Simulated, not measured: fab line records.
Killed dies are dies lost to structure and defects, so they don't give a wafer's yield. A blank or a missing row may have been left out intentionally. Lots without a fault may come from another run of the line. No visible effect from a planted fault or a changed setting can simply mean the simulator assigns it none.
A lot that was struck, set against a sound lot || flow nand-harc || 15 steps out of a route of 1159
Sound: the wafers L643.2, L643.3, L643.5. Wafers struck: L651.1, L651.2, L651.4. Last of all comes the cause.
Each step with rows lists, per side, the tool, then ch with its chambers, then its first start. Under that, the readings that differ: sound wafers || struck wafers || difference of the means || sigmas: that difference in standard deviations of wafers without a fault.
alike: a reading whose means differ by less than 2 such deviations, as well as words and numbers matching on both sides. not compared: withheld readings; readings where some wafer has no value; bounds like >300 that might hide an equal value; numbers whose values overlap and for which the record gives no deviation.
The two part at a step that has a row with sigmas, a row that says differs or no value, or rows on one side only. Numbers that don't overlap but have no deviation are shown without sigmas and don't part them. A reading missing from all wafers of one side parts the sides only when that side holds two or more wafers.

first, 6 steps without rows for these wafers: NHARC_P_CONTACT_COAT_06 (resist thk 90 nm); NHARC_P_CONTACT_SOFTBAKE_07 (time 55 s); NHARC_P_CONTACT_EBR_08; NHARC_P_CONTACT_EXPOSE_09 (exposes mask P CA, target cd 90 nm); NHARC_P_CONTACT_PEB_10 (peb time 65 s); NHARC_P_CONTACT_DEVELOP_11 (develop time 35 s).
NHARC_P_CONTACT_CD_MEAS_12 targets a cd of 90 nm.
  sound on cd-sem-01 ch 0, day 6 06:01; struck on cd-sem-03 ch 0, day 7 21:54
  alike: cd-nm
NHARC_P_CONTACT_OVL_MEAS_13:
  sound on overlay-01 at day 6 06:06; struck on overlay-02 at day 7 21:59
{"reading": "overlay-x-nm (nm)", "sound": "-1.5 -1.7 -2.0", "struck": "0.5 0.6 0.4", "difference": "+2.2", "sigmas": "+2"}
  alike: overlay-y-nm
NHARC_P_CONTACT_INSPECT_14:
  sound on defect-inspect-02 at day 6 06:08; struck on defect-inspect-01 at day 7 22:01
  alike: raw-defect-count
NHARC_P_CONTACT_DESCUM_17: chemistry O2, time 3 s.
  sound on rie-diel-05 ch 0,1, day 6 06:12; struck on rie-diel-12 ch 0,1,3, day 7 22:05
  alike: drypump-motor-current-A, oes-product-au, rf-vpp-V, showerhead-plenum-p-Torr, throttle-valve-pct
  not compared: rf-hours-counter-h
NHARC_P_CONTACT_ETCH_35: etches the open film in CF4, target depth 39 nm, time 65 s.
  sound on rie-diel-05 ch 0,1,3, day 6 06:17; struck on rie-diel-12 ch 0,1,3, day 7 22:10
  alike: bias-w, cf4-flow-sccm, drypump-motor-current-A, oes-product-au, rf-vpp-V, showerhead-plenum-p-Torr, throttle-valve-pct
  not compared: rf-hours-counter-h
NHARC_P_CONTACT_ETCH_36: etches the open film in N2/H2, target depth 260 nm, time 406.25 s.
  sound on rie-diel-05 ch 0,1; struck on rie-diel-12 ch 1,2,3
  alike: bias-w, chamber-pressure-mTorr, drypump-motor-current-A, oes-product-au, rf-vpp-V, showerhead-plenum-p-Torr, throttle-valve-pct
  not compared: rf-hours-counter-h
NHARC_P_CONTACT_ETCH_18: etches the open film in C4F8/O2/Ar, target depth 481 nm, time 240.5 s.
  sound on rie-diel-05 ch 1,3, day 6 06:41; struck on rie-diel-12 ch 1,2,3, day 7 22:34
  no value came back on the struck wafers for any of 5 readings (bias-w (W), chamber-pressure-mTorr (mTorr) and others); on the sound wafers bias-w (W) reads 1498 1502 1500
  not compared: rf-hours-counter-h
then, 1 step without rows for these wafers: NHARC_P_CONTACT_STRIP_37 (strips in C4F8/O2/Ar).
-- the record jumps here: 13 days lie between the struck wafers' starts before and after (it left off in module P_CONTACT and takes up again in module END, whose first step shown is number 1159 of the route) --
NHARC_END_SORT_01:
  sound on prober-01 ch 0, day 19 20:40; struck on prober-02 ch 0, day 21 06:06
{"reading": "hold", "sound": "- - -", "struck": "await-dispo/3.4h/scrap await-dispo/3.4h/scrap await-dispo/3.4h/scrap", "difference": "no value on the sound wafers", "sigmas": ""}
{"reading": "killed-at-periphery", "sound": "2 1 3", "struck": "643 637 650", "difference": "+641", "sigmas": "+99 or more"}
{"reading": "killed-dies", "sound": "18 15 23", "struck": "677 677 677", "difference": "+658", "sigmas": "+66"}
  alike: killed-at-array, killed-at-other, killed-open, killed-short

WHERE THEY PART
Last at NHARC_END_SORT_01 as far as this record goes, first at NHARC_P_CONTACT_OVL_MEAS_13.

WHY: the cause the simulator had injected
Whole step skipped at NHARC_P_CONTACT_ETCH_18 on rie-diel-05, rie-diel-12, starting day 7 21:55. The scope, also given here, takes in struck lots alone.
